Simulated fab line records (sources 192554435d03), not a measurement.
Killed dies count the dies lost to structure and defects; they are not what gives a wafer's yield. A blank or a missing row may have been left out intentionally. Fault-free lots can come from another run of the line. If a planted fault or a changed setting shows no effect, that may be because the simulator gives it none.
Matching of chambers :: flow n5-finfet :: N5_FIN_SAQP_ETCH_57 on rie-diel-01 has 4 sister chambers
The step etches SiNx in CH3F/O2, target depth 32.5 nm, time 46.4 s. 4 wafers are shown with their chamber, then 9 later ones without.

WAFERS, EACH WITH ITS CHAMBER
wafer: L079.2
chamber: 3
showerhead-plenum-p-Torr (Torr): 2.02

wafer: L086.2
chamber: 0
showerhead-plenum-p-Torr (Torr): 2.04

wafer: L086.5
chamber: 1
showerhead-plenum-p-Torr (Torr): 2.06

wafer: L086.6
chamber: 2
showerhead-plenum-p-Torr (Torr): 1.92

WAFERS WITH NO CHAMBER GIVEN
wafer: L088.2
showerhead-plenum-p-Torr (Torr): 2.02

wafer: L088.4
showerhead-plenum-p-Torr (Torr): 2.06

wafer: L088.6
showerhead-plenum-p-Torr (Torr): 2.02

wafer: L093.2
showerhead-plenum-p-Torr (Torr): 1.92

wafer: L093.4
showerhead-plenum-p-Torr (Torr): 2.01

wafer: L093.5
showerhead-plenum-p-Torr (Torr): 1.92

wafer: L094.1
showerhead-plenum-p-Torr (Torr): 2.05

wafer: L094.2
showerhead-plenum-p-Torr (Torr): 2.01

wafer: L094.4
showerhead-plenum-p-Torr (Torr): 2.03

WHICH CHAMBER EACH ONE RAN IN
wafer: L088.2
from the rows above: 3
in truth: 3

wafer: L088.4
from the rows above: 1
in truth: 1

wafer: L088.6
from the rows above: 3
in truth: 3

wafer: L093.2
from the rows above: 2
in truth: 2

wafer: L093.4
from the rows above: 3
in truth: 3

wafer: L093.5
from the rows above: 2
in truth: 2

wafer: L094.1
from the rows above: can't be placed: 0 or 1
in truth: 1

wafer: L094.2
from the rows above: 3
in truth: 3

wafer: L094.4
from the rows above: can't be placed: 3 or 0
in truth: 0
Placed correctly: 7 of 9. Cannot be placed on the basis of these rows: 2; the candidates contain the true chamber in 2. Placed wrongly: 0.
How it was worked out, from the rows above alone: a wafer's distance from a chamber is the root of the sum, over the readings, of the square of ((its reading less the chamber's mean) divided by the reading's scatter). If the next closest chamber is less than 2 further off than the closest, the wafer can't be placed; otherwise it belongs to the closest. The mean given for a chamber averages the wafers shown for that chamber. The scatter: with one shown wafer a chamber, the root of the mean of the squares of how far each hidden wafer lies from its nearest shown one.
